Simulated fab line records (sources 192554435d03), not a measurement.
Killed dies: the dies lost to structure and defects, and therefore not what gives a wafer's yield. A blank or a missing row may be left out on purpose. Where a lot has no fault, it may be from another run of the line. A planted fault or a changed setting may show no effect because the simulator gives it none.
fab line records | flow n5-finfet
[record] lots = 24 wafers = 72 last-day = 20
route steps=1938 shown BEOL_M7@1325 BEOL_M8@1348 BEOL_M9@1414
lots that met no fault: taken from a fault-free run of the same line
start-h: hours from the record's opening day to when the first of the lot's shown wafers began | wait-h: how many hours have passed since the lot's step before this one | " repeats the value in the row above | L1.1+2: one row covering several wafers at once | - value missing, or start not given | * or withheld: withheld | < > ~ a bound
route shown NAME@n: names a module that has steps shown in the file, with the first one's number in the route | usual: average and standard deviation across the fault-free wafers | same: alike in all rows | chamber/n: place in a boat | sites: the reading at each site | _std_site: their standard deviation | _edge_site: outer sites' mean less inner sites' | radius-mm: for every site, how far away it sits from the centre of the wafer | mask NAME#n: copy n | behind: the last tool/chamber to shape the wafer | hold: why the lot went on hold/how many hours it stayed there/how the hold came to an end | device: which transistor (n, p or np) failed to switch | end of line: the route-end tests of the same wafers | a step given without rows: its recipe and nothing more | killed: not the wafer's yield, but the dies lost to structure and defects at the first sort | map: per-die view of a wafer (x killed, . not killed, _ where there is no die)
set.NAME: the run value of the setting; set.NAME@STEP: its run value at that earlier step | model.NAME: the simulator's own value behind a step, which no gauge read
steps of the route over a sample of lots; a table a step, a row a wafer
services: the hour from which a tool's chamber was out of use, counted from the record's first day as start-h (under 0 if before that day), plus the number of hours and why
[[steps]]
[step N5_BEOL_M7_ANNEAL_51]
[recipe] temp-c = 225 time-s = 90 ambient = N2
[usual] wafer_temp_C_max = 225.9/0.32
[same] time-s = 90
// columns lot.wafer tool chamber start-h wait-h wafer_temp_C_max
L074.2 rtp-anneal-02 0 226.84 0.4 225.7
L074.3 " 0 " " 225.7
L074.5 " 0 " " 226.0
L075.3 rtp-anneal-02 0 251.97 0.1 226.3
L075.5 " 0 " " 225.8
L075.6 " 0 " " 226.3
L078.1 rtp-anneal-01 0 253.89 0.1 225.7
L078.3 " 0 " " 225.6
L078.6 " 0 " " 225.7
L076.1 rtp-anneal-02 0 256.51 0.5 226.3
L076.4 " 0 " " 226.4
L076.5 " 0 " " 226.1
L077.1 rtp-anneal-02 0 261.19 0.1 225.9
L077.4 " 0 " " 225.7
L077.5 " 0 " " 225.9
L079.1 rtp-anneal-02 0 268.29 0.1 226.0
L079.4 " 0 " " 226.2
L079.6 " 0 " " 226.1
L083.2 rtp-anneal-01 0 279.59 0.1 226.2
L083.5 " 0 " " 225.8
L083.6 " 0 " " 225.7
L082.2 rtp-anneal-01 0 280.06 0.1 226.1
L082.4 " 0 " " 225.6
L082.5 " 0 " " 225.6
L080.1 rtp-anneal-02 0 288.77 0.1 226.0
L080.3 " 0 " " 225.9
L080.6 " 0 " " 226.5
L081.2 rtp-anneal-01 0 292.17 0.1 225.7
L081.3 " 0 " " 225.8
L081.4 " 0 " " 225.3
L084.1 rtp-anneal-01 0 299.19 0.1 225.7
L084.4 " 0 " " 225.8
L084.6 " 0 " " 225.9
L085.1 rtp-anneal-02 0 304.24 0.7 225.7
L085.2 " 0 " " 225.8
L085.4 " 0 " " 226.0
L088.1 rtp-anneal-02 0 314.80 0.4 226.6
L088.2 " 0 " " 226.1
L088.6 " 0 " " 226.2
L087.1 rtp-anneal-02 0 323.10 0.2 226.0
L087.2 " 0 " " 226.0
L087.4 " 0 " " 225.8
L089.1 rtp-anneal-01 0 326.36 0.1 225.3
L089.2 " 0 " " 225.5
L089.6 " 0 " " 225.5
L086.2 rtp-anneal-02 0 332.84 0.4 225.7
L086.4 " 0 " " 225.6
L086.6 " 0 " " 225.8
L091.1 rtp-anneal-02 0 334.89 0.1 226.1
L091.4 " 0 " " 226.1
L091.5 " 0 " " 226.2
L093.3 rtp-anneal-02 0 348.16 0.1 226.1
L093.4 " 0 " " 226.2
L093.6 " 0 " " 226.3
L092.1 rtp-anneal-01 0 351.26 0.2 225.8
L092.3 " 0 " " 225.9
L092.5 " 0 " " 225.8
L090.1 rtp-anneal-01 0 355.10 0.2 226.1
L090.3 " 0 " " 225.6
L090.5 " 0 " " 225.9
L094.4 rtp-anneal-01 0 365.10 1.0 225.9
L094.5 " 0 " " 225.5
L094.6 " 0 " " 225.7
L096.2 rtp-anneal-02 0 369.26 0.1 225.7
L096.3 " 0 " " 226.6
L096.4 " 0 " " 226.4
L097.1 rtp-anneal-01 0 383.96 0.1 225.8
L097.4 " 0 " " 225.5
L097.6 " 0 " " 225.6
L095.2 rtp-anneal-02 0 384.10 0.1 226.0
L095.4 " 0 " " 226.2
L095.5 " 0 " " 226.0
[step N5_BEOL_M8_DESCUM_16]
[recipe] chemistry = O2 time-s = 7.9 source-power-w = 50 bias-power-w = 20 pressure-mtorr = 20 rf-frequency-hz = 2.712e+07 temp-c = 40 resist = CAR-ArF o2-flow-sccm = 225
[usual] drypump-motor-current-A = 5.6/0.38 o2-flow-sccm = 225.0/0.65 oes-product-au = 0.77/0.087 rf-vpp-V = 242.8/1.5 showerhead-plenum-p-Torr = 2.07/0.075 throttle-valve-pct = 20.47/0.25
[same] time-s = 7.9
// columns lot.wafer tool chamber start-h wait-h drypump-motor-current-A o2-flow-sccm oes-product-au rf-hours-counter-h rf-vpp-V showerhead-plenum-p-Torr throttle-valve-pct
L074.2 rie-diel-01 2 232.25 0.2 5.1 224.1 0.70 218 243.4 2.06 20.59
L074.3 " 1 " " 5.8 225.8 0.79 129 243.2 2.19 20.16
L074.5 " 3 " " 5.1 224.0 0.76 - 241.2 2.02 20.70
L075.3 rie-diel-05 2 254.77 0.0 5.3 224.4 0.68 243 244.2 2.13 20.39
L075.5 " 1 " " 6.2 224.0 0.76 - 243.6 2.09 20.87
L075.6 " 0 " " 5.1 225.6 0.72 - 240.8 1.95 20.12
L078.1 rie-diel-01 3 257.40 0.0 5.1 224.6 0.74 166 242.2 2.02 20.71
L078.3 " 1 " " 5.8 224.2 0.77 140 243.6 2.18 20.18
L078.6 " 2 " " 5.1 224.6 0.69 - 243.9 2.06 20.60
L076.1 rie-diel-01 3 261.89 1.0 5.0 224.7 0.74 168 241.1 2.02 20.70
L076.4 " 1 " " 5.8 226.4 0.77 142 244.8 2.18 20.17
L076.5 " 3 " " 5.1 224.7 0.73 - 241.9 2.02 20.70
L077.1 rie-diel-01 2 263.46 0.0 5.1 225.0 0.69 232 242.6 2.06 20.60
L077.4 " 1 " " 5.8 224.2 0.77 142 246.5 2.18 20.19
L077.5 " 3 " " 5.0 224.3 0.74 - 240.2 2.02 20.70
L079.1 rie-diel-04 1 270.86 0.0 6.1 225.3 0.71 207 240.8 1.99 20.67
L079.4 " 2 " " 5.6 225.6 0.86 - 243.8 2.10 20.45
L079.6 " 3 " " 5.5 224.8 0.74 - 241.4 2.02 20.65
L083.2 rie-diel-04 3 283.26 0.0 5.5 226.0 0.74 180 241.6 2.02 20.65
L083.5 " 1 " " 6.1 224.1 0.69 - 239.6 1.99 20.67
L083.6 " 0 " " 5.8 224.6 0.76 - 243.4 2.12 20.24
L082.2 rie-diel-04 3 283.52 0.1 5.5 223.9 0.74 180 240.5 2.02 20.65
L082.4 " 2 " " 5.6 225.1 0.86 66 244.4 2.10 20.46
L082.5 " 0 " " 5.8 225.0 0.75 - 243.9 2.12 20.24
L080.1 rie-diel-04 1 292.32 0.2 6.1 224.0 0.69 216 241.1 1.98 20.68
L080.3 " 0 " " 5.8 225.2 0.75 161 242.6 2.12 20.24
L080.6 " 0 " " 5.8 226.2 0.75 - 242.8 2.12 20.24
L081.2 rie-diel-04 1 296.22 0.0 6.1 225.8 0.69 218 241.7 1.98 20.67
L081.3 " 3 " " 5.5 225.3 0.74 185 242.6 2.02 20.65
L081.4 " 0 " " 5.8 225.1 0.75 163 242.2 2.12 20.25
L084.1 rie-diel-05 3 302.37 0.0 5.4 224.7 0.96 17 245.6 2.24 20.01
L084.4 " 3 " " 5.5 223.6 0.96 - 244.9 2.24 20.00
L084.6 " 0 " " 5.2 224.5 0.71 - 242.4 1.95 20.16
L085.1 rie-diel-05 3 307.12 0.1 5.5 226.5 0.95 19 245.3 2.24 20.02
L085.2 " 2 " " 5.2 224.8 0.93 10 242.6 2.12 20.11
L085.4 " 3 " " 5.5 225.8 0.95 - 245.0 2.24 20.02
L088.1 rie-diel-04 0 318.39 0.0 5.8 225.4 0.74 170 242.3 2.11 20.24
L088.2 " 1 " " 6.1 225.1 0.68 226 240.6 1.98 20.70
L088.6 " 3 " " 5.5 225.3 0.72 - 240.6 2.02 20.69
L087.1 rie-diel-04 0 326.20 0.1 5.8 226.2 0.76 173 242.7 2.11 20.26
L087.2 " 3 " " 5.5 224.8 0.72 196 239.8 2.02 20.67
L087.4 " 2 " " 5.6 224.9 0.83 82 244.2 2.09 20.47
L089.1 rie-diel-01 0 329.71 0.2 6.2 224.8 0.90 30 242.9 2.15 20.36
L089.2 " 1 " " 5.8 225.3 0.75 166 245.5 2.17 20.22
L089.6 " 1 " " 5.8 224.6 0.76 - 245.1 2.17 20.24
L086.2 rie-diel-04 1 335.53 0.0 6.1 224.6 0.68 232 242.7 1.98 20.71
L086.4 " 2 " " 5.6 225.9 0.83 86 243.5 2.09 20.49
L086.6 " 0 " " 5.8 226.2 0.75 - 244.4 2.11 20.27
L091.1 rie-diel-04 1 338.39 0.1 6.1 225.3 0.68 234 242.1 1.98 20.70
L091.4 " 2 " " 5.6 224.5 0.84 - 243.1 2.09 20.50
L091.5 " 3 " " 5.5 225.6 0.73 - 241.2 2.02 20.69
L093.3 rie-diel-04 1 352.70 0.7 6.1 224.0 0.68 241 241.0 1.98 20.71
L093.4 " 1 " " 6.1 224.9 0.68 - 241.5 1.98 20.71
L093.6 " 3 " " 5.5 225.4 0.71 - 243.3 2.01 20.69
L092.1 rie-diel-05 1 355.74 0.3 6.2 225.2 0.73 189 242.0 2.08 20.91
L092.3 " 2 " " 5.3 224.5 0.90 28 244.0 2.11 20.13
L092.5 " 3 " " 5.5 225.0 0.93 - 244.7 2.23 20.06
L090.1 rie-diel-04 2 359.61 0.7 5.6 225.8 0.81 99 244.4 2.09 20.53
L090.3 " 3 " " 5.5 224.7 0.71 212 242.0 2.01 20.68
L090.5 " 1 " " 6.1 225.1 0.68 - 240.6 1.97 20.72
L094.4 rie-diel-01 1 369.23 0.8 5.8 224.6 0.74 178 244.0 2.17 20.24
L094.5 " 0 " " 6.3 224.4 0.88 - 243.7 2.15 20.37
L094.6 " 3 " " 5.1 224.5 0.71 - 242.0 2.00 20.75
L096.2 rie-diel-04 1 372.23 0.3 6.2 224.1 0.68 252 242.0 1.97 20.73
L096.3 " 0 " " 5.8 224.5 0.74 180 244.3 2.11 20.27
L096.4 " 3 " " 5.5 224.4 0.71 219 241.9 2.01 20.70
L097.1 rie-diel-04 0 386.12 0.0 5.8 224.5 0.74 183 242.7 2.11 20.29
L097.4 " 0 " " 5.8 225.4 0.74 - 243.8 2.11 20.27
L097.6 " 3 " " 5.5 225.1 0.70 - 240.4 2.01 20.72
L095.2 rie-diel-05 1 387.70 0.1 6.2 224.9 0.73 198 243.6 2.08 20.91
L095.4 " 0 " " 5.2 224.9 0.94 8 245.0 2.20 19.86
L095.5 " 0 " " 5.1 225.2 0.93 - 244.3 2.20 19.90
[step N5_BEOL_M8_SURFACE_TREAT_79]
[recipe] gas = Ar time-s = * ion-energy-ev = * ion-current-ma-cm2 = 0.5 pressure-mtorr = * ar-flow-sccm = 30
[usual] throttle-valve-pct = *
[same] time-s = *
// columns lot.wafer tool chamber start-h wait-h throttle-valve-pct
L074.2 pvd-sputter-03 - 236.85 0.2 *
L074.3 " - " " *
L074.5 " - " " *
L075.3 pvd-sputter-02 - 257.52 0.2 *
L075.5 " - " " *
L075.6 " - " " *
L078.1 pvd-sputter-02 - 262.48 0.2 *
L078.3 " - " " *
L078.6 " - " " *
L076.1 pvd-sputter-01 - 267.14 0.2 *
L076.4 " - " " *
L076.5 " - " " *
L077.1 pvd-sputter-01 - 267.36 0.2 *
L077.4 " - " " *
L077.5 " - " " *
L079.1 pvd-sputter-02 - 275.52 0.3 *
L079.4 " - " " *
L079.6 " - " " *
L083.2 pvd-sputter-01 - 287.64 0.2 *
L083.5 " - " " *
L083.6 " - " " *
L082.2 pvd-sputter-01 - 288.58 0.2 *
L082.4 " - " " *
L082.5 " - " " *
L080.1 pvd-sputter-03 - 296.50 0.2 *
L080.3 " - " " *
L080.6 " - " " *
L081.2 pvd-sputter-03 - 301.24 0.2 *
L081.3 " - " " *
L081.4 " - " " *
L084.1 pvd-sputter-01 - 306.76 0.2 *
L084.4 " - " " *
L084.6 " - " " *
L085.1 pvd-sputter-02 - 313.57 0.2 *
L085.2 " - " " *
L085.4 " - " " *
L088.1 pvd-sputter-01 - 322.68 0.2 *
L088.2 " - " " *
L088.6 " - " " *
L087.1 pvd-sputter-01 - 331.33 0.2 *
L087.2 " - " " *
L087.4 " - " " *
L089.1 pvd-sputter-02 - 333.46 0.2 *
L089.2 " - " " *
L089.6 " - " " *
L086.2 pvd-sputter-03 - 339.18 0.2 *
L086.4 " - " " *
L086.6 " - " " *
L091.1 pvd-sputter-01 - 342.20 0.2 *
L091.4 " - " " *
L091.5 " - " " *
L093.3 pvd-sputter-02 - 355.86 0.2 *
L093.4 " - " " *
L093.6 " - " " *
L092.1 pvd-sputter-01 - 359.59 0.3 *
L092.3 " - " " *
L092.5 " - " " *
L090.1 pvd-sputter-03 - 363.53 0.4 *
L090.3 " - " " *
L090.5 " - " " *
L094.4 pvd-sputter-03 - 372.04 0.2 *
L094.5 " - " " *
L094.6 " - " " *
L096.2 pvd-sputter-01 - 377.81 0.2 *
L096.3 " - " " *
L096.4 " - " " *
L097.1 pvd-sputter-03 - 390.51 1.7 *
L097.4 " - " " *
L097.6 " - " " *
L095.2 pvd-sputter-03 - 393.67 0.2 *
L095.4 " - " " *
L095.5 " - " " *
[step N5_BEOL_M9_CD_MEAS_11]
[recipe] target-cd-nm = 64.1 landing-energy-ev = 500 detector = se-inlens polarity = opening
[usual] cd-nm = 64.3/0.68
// columns lot.wafer tool chamber start-h wait-h cd-nm
L074.2 cd-sem-01 0 241.00 - 64.8
L074.3 " 0 " " 65.5
L074.5 " 0 " " 64.5
L075.3 cd-sem-02 0 261.25 - 64.6
L075.5 " 0 " " 63.3
L075.6 " 0 " " 64.6
L078.1 cd-sem-01 0 266.39 - 63.6
L078.3 " 0 " " 63.8
L078.6 " 0 " " 63.3
L076.1 cd-sem-03 0 269.69 - 64.3
L076.4 " 0 " " 64.6
L076.5 " 0 " " 63.6
L077.1 cd-sem-01 0 270.67 - 64.2
L077.4 " 0 " " 64.4
L077.5 " 0 " " 64.9
L079.1 cd-sem-01 0 279.78 - 64.0
L079.4 " 0 " " 63.6
L079.6 " 0 " " 63.8
L083.2 cd-sem-03 0 290.25 - 65.2
L083.5 " 0 " " 64.1
L083.6 " 0 " " 64.4
L082.2 cd-sem-02 0 292.29 - 64.6
L082.4 " 0 " " 64.2
L082.5 " 0 " " 63.3
L080.1 cd-sem-03 0 300.18 - 63.6
L080.3 " 0 " " 64.5
L080.6 " 0 " " 63.9
L081.2 cd-sem-03 0 306.13 - 64.3
L081.3 " 0 " " 65.6
L081.4 " 0 " " 65.3
L084.1 cd-sem-02 0 313.02 - 63.5
L084.4 " 0 " " 64.8
L084.6 " 0 " " 63.7
L085.1 cd-sem-03 0 318.00 - 64.9
L085.2 " 0 " " 65.2
L085.4 " 0 " " 64.4
L088.1 cd-sem-03 0 326.18 - 63.7
L088.2 " 0 " " 63.8
L088.6 " 0 " " 64.0
L087.1 cd-sem-03 0 335.25 - 65.1
L087.2 " 0 " " 64.7
L087.4 " 0 " " 64.8
L089.1 cd-sem-03 0 337.79 - 65.4
L089.2 " 0 " " 65.0
L089.6 " 0 " " 64.9
L086.2 cd-sem-03 0 343.20 - 64.2
L086.4 " 0 " " 64.9
L086.6 " 0 " " 64.8
L091.1 cd-sem-02 0 345.72 - 64.6
L091.4 " 0 " " 64.0
L091.5 " 0 " " 64.3
L093.3 cd-sem-03 0 360.36 - 65.3
L093.4 " 0 " " 65.2
L093.6 " 0 " " 64.0
L092.1 cd-sem-03 0 362.50 - 64.0
L092.3 " 0 " " 63.8
L092.5 " 0 " " 64.7
L090.1 cd-sem-02 0 368.19 - 65.6
L090.3 " 0 " " 63.6
L090.5 " 0 " " 64.8
L094.4 cd-sem-01 0 377.62 - 63.0
L094.5 " 0 " " 63.3
L094.6 " 0 " " 63.2
L096.2 cd-sem-01 0 384.38 - 64.9
L096.3 " 0 " " 64.5
L096.4 " 0 " " 64.2
L097.1 cd-sem-02 0 393.64 - 64.1
L097.4 " 0 " " 64.9
L097.6 " 0 " " 64.1
L095.2 cd-sem-02 0 401.42 - 65.0
L095.4 " 0 " " 63.5
L095.5 " 0 " " 64.8
[step N5_BEOL_M9_INSPECT_13]
[recipe] mode = adi inspect-instrument = brightfield
[usual] raw-defect-count = 426/92
// columns lot.wafer tool chamber start-h wait-h raw-defect-count
L074.2 defect-inspect-02 - 241.05 0.0 484
L074.3 " - " " 391
L074.5 " - " " 348
L075.3 defect-inspect-01 - 261.31 0.0 257
L075.5 " - " " 291
L075.6 " - " " 319
L078.1 defect-inspect-01 - 266.44 0.0 511
L078.3 " - " " 533
L078.6 " - " " 606
L076.1 defect-inspect-01 - 269.74 0.0 396
L076.4 " - " " 411
L076.5 " - " " 394
L077.1 defect-inspect-02 - 270.72 0.0 448
L077.4 " - " " 541
L077.5 " - " " 555
L079.1 defect-inspect-02 - 279.83 0.0 411
L079.4 " - " " 365
L079.6 " - " " 560
L083.2 defect-inspect-01 - 290.30 0.0 305
L083.5 " - " " 545
L083.6 " - " " 447
L082.2 defect-inspect-02 - 292.35 0.0 623
L082.4 " - " " 478
L082.5 " - " " 531
L080.1 defect-inspect-02 - 300.24 0.0 519
L080.3 " - " " 349
L080.6 " - " " 322
L081.2 defect-inspect-02 - 306.18 0.0 360
L081.3 " - " " 410
L081.4 " - " " 430
L084.1 defect-inspect-02 - 313.07 0.0 473
L084.4 " - " " 456
L084.6 " - " " 474
L085.1 defect-inspect-01 - 318.05 0.0 332
L085.2 " - " " 328
L085.4 " - " " 351
L088.1 defect-inspect-02 - 326.24 0.0 613
L088.2 " - " " 467
L088.6 " - " " 427
L087.1 defect-inspect-02 - 335.31 0.0 468
L087.2 " - " " 365
L087.4 " - " " 319
L089.1 defect-inspect-01 - 337.85 0.0 356
L089.2 " - " " 327
L089.6 " - " " 415
L086.2 defect-inspect-01 - 343.25 0.0 466
L086.4 " - " " 374
L086.6 " - " " 407
L091.1 defect-inspect-02 - 345.77 0.0 308
L091.4 " - " " 603
L091.5 " - " " 396
L093.3 defect-inspect-01 - 360.42 0.0 414
L093.4 " - " " 468
L093.6 " - " " 444
L092.1 defect-inspect-01 - 362.55 0.0 500
L092.3 " - " " 406
L092.5 " - " " 494
L090.1 defect-inspect-01 - 368.25 0.0 364
L090.3 " - " " 623
L090.5 " - " " 456
L094.4 defect-inspect-02 - 377.67 0.0 350
L094.5 " - " " 342
L094.6 " - " " 414
L096.2 defect-inspect-02 - 384.44 0.0 441
L096.3 " - " " 291
L096.4 " - " " 451
L097.1 defect-inspect-02 - 393.70 0.0 350
L097.4 " - " " 411
L097.6 " - " " 401
L095.2 defect-inspect-02 - 401.47 0.0 292
L095.4 " - " " 384
L095.5 " - " " 432
[step N5_BEOL_M9_CD_MEAS_28]
[recipe] target-cd-nm = 70 landing-energy-ev = 500 detector = se-inlens polarity = opening
[usual] cd-nm = 69.90/0.26
// columns lot.wafer tool chamber start-h wait-h cd-nm
L074.2 cd-sem-03 0 244.74 - 69.89
L074.3 " 0 " " 69.85
L074.5 " 0 " " 69.77
L075.3 cd-sem-02 0 262.34 - 70.06
L075.5 " 0 " " 70.42
L075.6 " 0 " " 70.38
L078.1 cd-sem-02 0 267.38 - 69.74
L078.3 " 0 " " 70.23
L078.6 " 0 " " 69.61
L076.1 cd-sem-03 0 270.59 - 69.44
L076.4 " 0 " " 69.44
L076.5 " 0 " " 69.69
L077.1 cd-sem-03 0 273.94 - 69.74
L077.4 " 0 " " 69.82
L077.5 " 0 " " 70.46
L079.1 cd-sem-03 0 281.93 - 69.39
L079.4 " 0 " " 69.49
L079.6 " 0 " " 70.33
L083.2 cd-sem-02 0 291.09 - 69.83
L083.5 " 0 " " 70.33
L083.6 " 0 " " 69.96
L082.2 cd-sem-02 0 294.69 - 70.47
L082.4 " 0 " " 70.09
L082.5 " 0 " " 69.70
L080.1 cd-sem-02 0 301.17 - 70.13
L080.3 " 0 " " 69.93
L080.6 " 0 " " 70.37
L081.2 cd-sem-02 0 312.18 - 70.05
L081.3 " 0 " " 70.10
L081.4 " 0 " " 69.71
L084.1 cd-sem-02 0 316.37 - 70.11
L084.4 " 0 " " 69.82
L084.6 " 0 " " 69.98
L085.1 cd-sem-02 0 320.45 - 69.46
L085.2 " 0 " " 69.55
L085.4 " 0 " " 70.23
L088.1 cd-sem-03 0 331.24 - 69.87
L088.2 " 0 " " 70.16
L088.6 " 0 " " 69.62
L087.1 cd-sem-02 0 337.02 - 70.16
L087.2 " 0 " " 69.68
L087.4 " 0 " " 69.96
L089.1 cd-sem-03 0 340.57 - 69.98
L089.2 " 0 " " 70.34
L089.6 " 0 " " 70.05
L086.2 cd-sem-03 0 344.19 - 70.15
L086.4 " 0 " " 69.46
L086.6 " 0 " " 69.76
L091.1 cd-sem-02 0 347.16 - 69.90
L091.4 " 0 " " 70.09
L091.5 " 0 " " 69.58
L093.3 cd-sem-03 0 361.25 - 70.18
L093.4 " 0 " " 69.94
L093.6 " 0 " " 70.51
L092.1 cd-sem-03 0 363.76 - 69.88
L092.3 " 0 " " 69.79
L092.5 " 0 " " 69.57
L090.1 cd-sem-02 0 369.24 - 69.97
L090.3 " 0 " " 69.82
L090.5 " 0 " " 69.55
L094.4 cd-sem-03 0 383.37 - 69.76
L094.5 " 0 " " 70.21
L094.6 " 0 " " 70.19
L096.2 cd-sem-03 0 386.88 - 70.07
L096.3 " 0 " " 69.93
L096.4 " 0 " " 69.90
L097.1 cd-sem-01 0 395.38 - 69.64
L097.4 " 0 " " 69.99
L097.6 " 0 " " 69.58
L095.2 cd-sem-01 0 404.55 - 69.91
L095.4 " 0 " " 69.90
L095.5 " 0 " " 70.02
[[services]]
// columns tool chamber start-h hours kind
pvd-sputter-01 - 219.23 4.0 repair
rie-diel-01 0 223.62 - clean
rie-diel-01 0 223.62 - consumable-replace:focus-ring
rie-diel-01 0 223.62 32.8 scheduled-down
rie-diel-01 0 223.62 32.8 vent-cycle
rie-diel-05 3 240.08 - clean
rie-diel-05 3 240.08 - consumable-replace:focus-ring
rie-diel-05 3 240.08 - consumable-replace:showerhead
rie-diel-05 3 240.08 25.9 scheduled-down
rie-diel-05 3 240.08 25.9 vent-cycle
rie-diel-04 0 268.44 10.6 repair
rie-diel-05 2 269.41 - clean
rie-diel-04 3 273.77 2.0 repair
rie-diel-05 1 286.76 30.4 repair
rie-diel-01 1 313.20 6.2 repair
rie-diel-01 2 319.40 - clean
rie-diel-01 2 319.40 - consumable-replace:focus-ring
rie-diel-01 2 319.40 19.2 scheduled-down
rie-diel-01 2 319.40 19.2 vent-cycle
rie-diel-01 - 351.84 15.6 pm
rtp-anneal-02 - 363.38 1.3 repair
rie-diel-04 1 380.23 18.4 repair
rie-diel-04 0 386.71 4.0 repair
pvd-sputter-01 - 393.50 73.0 repair
[[key]]
fault none
